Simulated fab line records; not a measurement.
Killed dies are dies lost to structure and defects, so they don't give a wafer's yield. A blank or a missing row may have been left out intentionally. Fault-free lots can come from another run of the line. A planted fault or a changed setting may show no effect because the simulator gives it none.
fab line records | flow n5_finfet
record lots=4 | wafers=12 | last_day=21
route steps=1938 shown BEOL_M5@1160 BEOL_M6@1194 BEOL_M15@1830
lots untouched by any fault: they come from a run of this same line in which no faults occurred
start_h: the number of hours between the record's first day and the start of the first shown wafer of the lot | wait_h: time in hours since the lot's previous step | " unchanged from the row above | L1.1+2: a row that stands for several wafers | - value missing, or start not given | * or withheld: withheld | < > ~ a bound
route shown NAME@n: NAME is a module with steps in the file, n the number in the route of the first one | usual: mean/standard deviation of fault-free wafers | same: alike in all rows | chamber/n: place in a boat | sites: per-site readings | _std_site: standard deviation of those values | _edge_site: outer sites' mean less inner sites' | radius_mm: for every site, how far away it sits from the centre of the wafer | mask NAME#n: copy n | behind: the tool/chamber that last shaped the wafer | hold: reason for holding the lot/hours on hold/outcome of the hold | device: the transistor (n, p or np) that didn't switch | end of line: the same wafers' tests at the end of the route | a step without rows: its recipe alone | killed: at the first sort, the dies lost to defects and structure; wafer yield is something else | map: shows each die of a wafer: x if killed, . if not, _ if none is there
set.NAME: the setting the step ran with; set.NAME@STEP: the setting that earlier step ran with | model.NAME: the simulator's own value behind a step, which no gauge read
a table for each step, a row for each wafer; lots at some steps of the route
services: from which hour (start_h, from the record's first day; less than 0 if before it) a tool's chamber was out of use, for how many hours, and why
## steps
# step N5_BEOL_M5_TRENCH_ETCH_37
# recipe chemistry=C4F6/O2 | target_depth_a=716.52 | target=SiCOH_lowk | time_s=24.7 | ion_energy_ev=250 | pressure_mtorr=30 | source_w=345 | bias_w=185 | Ar_flow_sccm=300 | C4F6_flow_sccm=10 | O2_flow_sccm=10
# step N5_BEOL_M5_ETCH_41
# recipe chemistry=CH3F/O2 | target=SiCN | target_depth_a=315 | taper_deg=2 | time_s=56.7 | ion_energy_ev=120 | mask_material=TiN | pressure_mtorr=30 | source_w=395 | bias_w=75 | Ar_flow_sccm=150 | CH3F_flow_sccm=30 | O2_flow_sccm=20
# step N5_BEOL_M5_STRIP_91
# recipe chemistry=N2/H2 | time_s=10 | power_w=450 | temp_c=40 | pressure_mtorr=20 | rf_frequency_hz=6e+07 | bias_power_w=7 | n2_flow_sccm=200 | h2_flow_sccm=200
# step N5_BEOL_M5_HM_STRIP_39
# recipe chemistry=peroxide_tin_strip | material=TiN | target_depth_a=250 | temp_c=50 | time_s=158
# step N5_BEOL_M5_SRD_40
# recipe time_s=30 | temp_c=23 | rinse_liquid=diw | dry=ipa_marangoni
# step N5_BEOL_M5_PRECLEAN_42
# recipe chemistry=residue_remover | time_s=60 | temp_c=40
# step N5_BEOL_M5_SRD_43
# recipe time_s=30 | temp_c=23 | rinse_liquid=diw | dry=ipa_marangoni
# step N5_BEOL_M5_CURE_80
# recipe temp_c=370 | time_s=120 | ambient=DMADMS/He | material=SiCOH_lowk
# step N5_BEOL_M5_DEGAS_44
# recipe ambient=vacuum | temp_c=250 | time_s=60
# step N5_BEOL_M5_PRE_CLEAN_45
# recipe gas=H2/He | time_s=30 | temp_c=250
# step N5_BEOL_M5_ALD_86
# recipe material=TaN | target_thk_a=* | temp_c=275 | ald_precursor_family=PDMAT | ald_co_reactant=NH3 | pressure_torr=3 | carrier_flow_sccm=1500 | pulse_time_s=2 | purge_time_s=3 | co_reactant_purge_time_s=2 | co_reactant_pulse_time_s=3 | ald_cycles=30 | precursor_vessel_temp_c=75 | precursor_vessel_pressure_torr=26.25 | precursor_vessel_carrier_sccm=1000
# usual ald_cycles=30/0 | heater_power_w=417/49
lot.wafer | tool         | chamber | start_h | wait_h | ald_cycles | heater_power_w | model.TaN_of_BEOL_M5_ALD_86.thk_nm
L607.1    | ald_metal-03 | 3       | 247.26  | 0.0    | 30         | 430            | *
L607.2    | "            | 2       | "       | "      | 30         | 421            | *
L607.3    | "            | 0       | "       | "      | 30         | 394            | *
L613.1    | ald_metal-03 | 0       | 326.63  | 0.0    | 43         | 368            | *
L613.2    | "            | 2       | "       | "      | 30         | 424            | *
L613.3    | "            | 1       | "       | "      | 30         | 328            | *
L614.3    | ald_metal-03 | 3       | 331.88  | 0.0    | 30         | 426            | *
L614.4    | "            | 0       | "       | "      | 43         | 383            | *
L614.5    | "            | 3       | "       | "      | 30         | 437            | *
L621.3    | ald_metal-04 | 1       | 390.46  | 0.2    | 30         | 442            | *
L621.4    | "            | 3       | "       | "      | 30         | 443            | *
L621.6    | "            | 1       | "       | "      | 30         | 444            | *
# step N5_BEOL_M5_SURFACE_TREAT_87
# recipe gas=Ar | time_s=* | ion_energy_ev=* | ion_current_ma_cm2=0.5 | pressure_mtorr=* | ar_flow_sccm=30
# step N5_BEOL_M5_CVD_47
# recipe material=Co | target_thk_a=30 | temp_c=withheld | precursor=CCTBA/H2 | pressure_torr=30 | time_s=216
# step N5_BEOL_M5_SPUTTER_48
# recipe material=Cu | target_thk_a=150 | temp_c=-20 | chamber_pressure_pa=0.07 | power_w=withheld | time_s=27.62
# step N5_BEOL_M5_ANNEAL_49
# recipe temp_c=400 | time_s=1800 | ambient=vacuum
# step N5_BEOL_M5_SPUTTER_81
# recipe material=Cu | target_thk_a=150 | temp_c=-20 | chamber_pressure_pa=0.07 | power_w=withheld | time_s=27.62
# step N5_BEOL_M5_ANNEAL_82
# recipe temp_c=400 | time_s=1800 | ambient=vacuum
# step N5_BEOL_M5_SPUTTER_83
# recipe material=Cu | target_thk_a=150 | temp_c=-20 | chamber_pressure_pa=0.07 | power_w=withheld | time_s=27.62
# step N5_BEOL_M5_ANNEAL_84
# recipe temp_c=400 | time_s=1800 | ambient=vacuum
# step N5_BEOL_M5_SPUTTER_88
# recipe material=Cu | target_thk_a=150 | temp_c=-20 | chamber_pressure_pa=0.07 | power_w=withheld | time_s=27.62
# step N5_BEOL_M5_ANNEAL_89
# recipe temp_c=400 | time_s=1800 | ambient=vacuum
# step N5_BEOL_M5_SPUTTER_90
# recipe material=Cu | target_thk_a=45 | temp_c=-20 | chamber_pressure_pa=0.07 | power_w=withheld | time_s=8.29
# step N5_BEOL_M5_ECD_50
# recipe material=Cu | target_thk_a=3000
# step N5_BEOL_M5_ANNEAL_51
# recipe temp_c=225 | time_s=90 | ambient=N2
# step N5_BEOL_M5_CMP_52
# recipe stop_on=SiCOH_lowk | t_overpolish_s=6.9 | down_force_psi=1 | platen_rpm=50 | clearing_platen_down_force_psi=1.5 | clearing_platen_rpm=50 | post_cmp_clean=cu_alkaline | target_thk_nm=62 | clearing_platen_pad_velocity_m_s=0.99484 | pad_velocity_m_s=0.99484
# step N5_BEOL_M5_PRE_CLEAN_77
# recipe gas=NH3/H2 | time_s=15 | temp_c=* | rf_power_w=300
# step N5_BEOL_M5_CO_CAP_78
# recipe material=Co | target_thk_a=20 | temp_c=200 | precursor=CCTBA/H2 | pressure_torr=30 | time_s=102.1
# step N5_BEOL_M5_PRE_CLEAN_55
# recipe gas=NH3 | time_s=15 | temp_c=withheld | rf_power_w=300
# step N5_BEOL_M5_DEP_56
# recipe material=SiCN | target_thk_a=80 | temp_c=withheld | precursor=3MS/NH3 | pressure_torr=3 | rf_w=202 | time_s=14
# step N5_BEOL_M6_ILD_DEP_00
# recipe material=SiCOH_lowk | target_thk_a=1797.5 | temp_c=300 | precursor=DEMS/porogen | pressure_torr=5 | rf_w=500 | time_s=33.4
# step N5_BEOL_M6_CURE_74
# recipe temp_c=385 | time_s=240 | ambient=He/Ar | material=SiCOH_lowk
# step N5_BEOL_M6_PECVD_70
# recipe material=SiO2 | target_thk_a=200 | temp_c=400 | precursor=TEOS/O2 | pressure_torr=5.5 | rf_w=450 | teos_flow_sccm=53.8 | gas=O2 | flow_sccm=3000 | time_s=22.7
# step N5_BEOL_M6_HM_DEP_02
# recipe material=TiN | target_thk_a=200 | temp_c=25 | chamber_pressure_pa=0.49996
# step N5_BEOL_M6_COAT_59
# recipe resist=SOC | temp_c=250 | time_s=60 | spin_rpm=1500 | resist_thk_nm=100
# step N5_BEOL_M6_COAT_60
# recipe resist=SiARC | temp_c=220 | time_s=60 | spin_rpm=1500 | resist_thk_nm=35
# step N5_BEOL_M6_COAT_05
# recipe resist=CAR-ArF | spin_rpm=1500 | resist_thk_nm=90
# step N5_BEOL_M15_RC_MEAS_101
# usual COMB_M10=1.6e-11/3.1e-12 | COMB_M10_max_site=2.2e-11/4.7e-12 | COMB_M11=1.51e-11/2.9e-12 | COMB_M11_max_site=2.1e-11/4.3e-12 | COMB_M12=7.3e-12/1.4e-12 | COMB_M13=5.6e-12/1e-12 | COMB_M14=4.4e-12/7.7e-13 | COMB_M15=3.2e-12/5.3e-13 | COMB_M5=3.8e-11/7e-12 | COMB_M6=2.7e-11/4.8e-12 | COMB_M7=2.6e-11/5.5e-12 | COMB_M8=2.6e-11/4.4e-12 | COMB_M9=1.55e-11/2.9e-12 | SERP_M10=3.08/0.069 | SERP_M11=3.08/0.068 | SERP_M12=0.636/0.014 | SERP_M12_max_site=0.649/0.014 | SERP_M13=0.306/0.0057 | SERP_M14=0.161/0.0031 | SERP_M14_max_site=0.162/0.0033 | SERP_M5=38.3/1 | SERP_M5_max_site=39.8/1.2 | SERP_M6=13.7/0.48 | SERP_M7=13.8/0.42 | SERP_M8=13.9/0.57 | SERP_M9=3.06/0.076
lot.wafer | tool      | chamber | start_h | wait_h | COMB_M10[S/m] | COMB_M10_max_site[S/m] | COMB_M11[S/m] | COMB_M11_max_site[S/m] | COMB_M12[S/m] | COMB_M13[S/m] | COMB_M14[S/m] | COMB_M15[S/m] | COMB_M5[S/m] | COMB_M6[S/m] | COMB_M7[S/m] | COMB_M8[S/m] | COMB_M9[S/m] | SERP_M10[ohm/um] | SERP_M11[ohm/um] | SERP_M12[ohm/um] | SERP_M12_max_site[ohm/um] | SERP_M13[ohm/um] | SERP_M14[ohm/um] | SERP_M14_max_site[ohm/um] | SERP_M5[ohm/um] | SERP_M5_max_site[ohm/um] | SERP_M6[ohm/um] | SERP_M7[ohm/um] | SERP_M8[ohm/um] | SERP_M9[ohm/um]
L607.1    | prober-02 | 0       | 324.90  | 0.0    | 2.6e-11       | 3.1e-11                | 1.07e-11      | 1.4e-11                | 7.4e-12       | 4.7e-12       | 5.1e-12       | 3e-12         | 4.3e-11      | 2.7e-11      | 2.3e-11      | 3.2e-11      | 1.57e-11     | 3.00             | 3.09             | 0.624            | 0.635                     | 0.310            | 0.163            | 0.165                     | 40.3            | 41.3                     | 14.0            | 13.6            | 13.5            | 3.10
L607.2    | "         | 0       | "       | "      | 1.5e-11       | 2.2e-11                | 1.13e-11      | 1.5e-11                | 7e-12         | 5.7e-12       | 4e-12         | 3.3e-12       | 3.2e-11      | 2.8e-11      | 1.9e-11      | 3.2e-11      | 2.33e-11     | 2.99             | 3.09             | 0.623            | 0.634                     | 0.307            | 0.158            | 0.160                     | 40.4            | 42.5                     | 13.3            | 14.0            | 13.3            | 3.05
L607.3    | "         | 0       | "       | "      | 2.3e-11       | 3.1e-11                | 1.23e-11      | 2.4e-11                | 7.2e-12       | 5.5e-12       | 4.2e-12       | 2.6e-12       | 4.3e-11      | 3.3e-11      | 2.8e-11      | 2.8e-11      | 1.95e-11     | 3.13             | 3.06             | 0.644            | 0.648                     | 0.313            | 0.160            | 0.161                     | 39.8            | 41.1                     | 13.6            | 13.3            | 13.8            | 2.97
L613.1    | prober-01 | 0       | 407.24  | 0.0    | 1.3e-11       | 1.8e-11                | 1.27e-11      | 1.6e-11                | 6.6e-12       | 5e-12         | 4.4e-12       | 2.6e-12       | 3.5e-11      | 2.4e-11      | 3.6e-11      | 2.5e-11      | 1.17e-11     | 3.00             | 3.12             | 0.654            | 0.667                     | 0.310            | 0.165            | 0.168                     | 43.8            | 45.4                     | 13.3            | 13.9            | 14.5            | 3.09
L613.2    | "         | 0       | "       | "      | 1.3e-11       | 2.5e-11                | 9.6e-12       | 1.6e-11                | 8.8e-12       | 4.8e-12       | 2.9e-12       | 2.4e-12       | 4.2e-11      | 2.6e-11      | 3.7e-11      | 2.6e-11      | 1.53e-11     | 2.95             | 3.14             | 0.633            | 0.640                     | 0.305            | 0.160            | 0.161                     | 39.3            | 40.8                     | 13.4            | 14.4            | 14.6            | 3.03
L613.3    | "         | 0       | "       | "      | 1.3e-11       | 1.7e-11                | 1.29e-11      | 1.8e-11                | 8.6e-12       | 4.9e-12       | 3.1e-12       | 3.2e-12       | 4.2e-11      | 2.4e-11      | 2.6e-11      | 2.3e-11      | 1.73e-11     | 2.98             | 3.16             | 0.622            | 0.650                     | 0.307            | 0.162            | 0.164                     | 37.9            | 39.7                     | 13.6            | 13.8            | 14.1            | 3.08
L614.3    | prober-02 | 0       | 421.27  | 0.3    | 1.2e-11       | 1.6e-11                | 1.43e-11      | 1.6e-11                | 1e-11         | 5.1e-12       | 5.4e-12       | 3.6e-12       | 2.9e-11      | 3.4e-11      | 3.1e-11      | 2.7e-11      | 1.9e-11      | 3.09             | 3.14             | 0.646            | 0.654                     | 0.307            | 0.158            | 0.161                     | 38.6            | 40.9                     | 13.7            | 14.3            | 13.8            | 2.92
L614.4    | "         | 0       | "       | "      | 1.3e-11       | 1.4e-11                | 1.5e-11       | 2.2e-11                | 7.2e-12       | 5e-12         | 3.8e-12       | 3.2e-12       | 3e-11        | 2.3e-11      | 3.1e-11      | 2.5e-11      | 1.42e-11     | 3.05             | 3.07             | 0.666            | 0.683                     | 0.308            | 0.157            | 0.161                     | 43.4            | 44.4                     | 13.7            | 13.8            | 13.2            | 3.06
L614.5    | "         | 0       | "       | "      | 1.1e-11       | 1.4e-11                | 1.7e-11       | 2.1e-11                | 6.9e-12       | 6.4e-12       | 3.6e-12       | 4.4e-12       | 3.3e-11      | 2.8e-11      | 2.7e-11      | 2e-11        | 1.39e-11     | 3.04             | 3.07             | 0.646            | 0.653                     | 0.304            | 0.161            | 0.164                     | 39.0            | 40.8                     | 14.2            | 13.9            | 13.5            | 3.10
L621.3    | prober-01 | 0       | 479.36  | 0.3    | 1.6e-11       | 2.1e-11                | 1.49e-11      | 1.9e-11                | 7.4e-12       | 5.2e-12       | 3.9e-12       | 3.4e-12       | 3.3e-11      | 2.3e-11      | 1.8e-11      | 2.2e-11      | 1.95e-11     | 3.02             | 3.03             | 0.625            | 0.636                     | 0.301            | 0.160            | 0.162                     | 36.7            | 38.3                     | 12.9            | 14.1            | 13.1            | 3.01
L621.4    | "         | 0       | "       | "      | 1.2e-11       | 1.5e-11                | 2.23e-11      | 2.6e-11                | 8.4e-12       | 6.7e-12       | 5.9e-12       | 2.7e-12       | 3.9e-11      | 3.1e-11      | 2.4e-11      | 2.9e-11      | 1.64e-11     | 3.11             | 3.00             | 0.647            | 0.660                     | 0.305            | 0.159            | 0.160                     | 39.6            | 40.0                     | 12.9            | 13.7            | 13.0            | 3.04
L621.6    | "         | 0       | "       | "      | 1.3e-11       | 1.7e-11                | 1.86e-11      | 2.2e-11                | 6.6e-12       | 5.4e-12       | 4.1e-12       | 3.8e-12       | 4e-11        | 2.8e-11      | 2.4e-11      | 2.3e-11      | 1.45e-11     | 3.03             | 3.02             | 0.646            | 0.650                     | 0.311            | 0.156            | 0.158                     | 39.0            | 40.6                     | 13.1            | 13.8            | 13.1            | 3.00
# sites SERP_M5 radius_mm=0,75,75,75,75,140,140,140,140
L607.1 40.0 41.2 41.2 39.2 41.3 40.3 39.1 40.5 39.3
L613.1 45.4 43.8 43.9 44.9 44.8 41.3 40.0 41.1 38.5
L614.3 40.9 38.8 38.6 39.1 39.8 36.0 36.1 35.5 37.2
L621.3 34.5 35.5 36.5 36.7 36.6 37.3 37.7 38.3 36.9
## services
tool         | chamber | start_h | hours | kind
ald_metal-04 | 3       | 227.39  | 35.0  | repair
ald_metal-04 | -       | 277.92  | 8.7   | pm
ald_metal-03 | 3       | 317.39  | 12.6  | repair
ald_metal-03 | 1       | 357.38  | -     | calibration
ald_metal-03 | 0       | 357.69  | 4.9   | repair
ald_metal-03 | 3       | 368.52  | 5.5   | repair
ald_metal-04 | 0       | 390.10  | 25.3  | repair
## key
first_sign step=N5_BEOL_M5_ALD_86 | reading=ald_cycles | direction=up | sigmas=99+ | usual=* | struck=*
effect step=N5_BEOL_M15_RC_MEAS_101 | reading=SERP_M5 | direction=up | sigmas=5.1 | usual=38.3 | struck=43.6
model_effect step=N5_BEOL_M5_ALD_86 | value=TaN_of_BEOL_M5_ALD_86.thk_nm | without=* | struck=*
met_at N5_BEOL_M5_ALD_86
struck_wafers L613.1,L614.4
onset_between 247.26 326.63
fault kind=process_parameter_drift | tool=ald_metal-03 | chamber=- | onset_h=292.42 | steps=N5_BEOL_M5_ALD_86 | channel=ald_cycles | offset=* | shape=step | end_h=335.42 | scope=struck_wafers_only | acts_in=* | stated=*
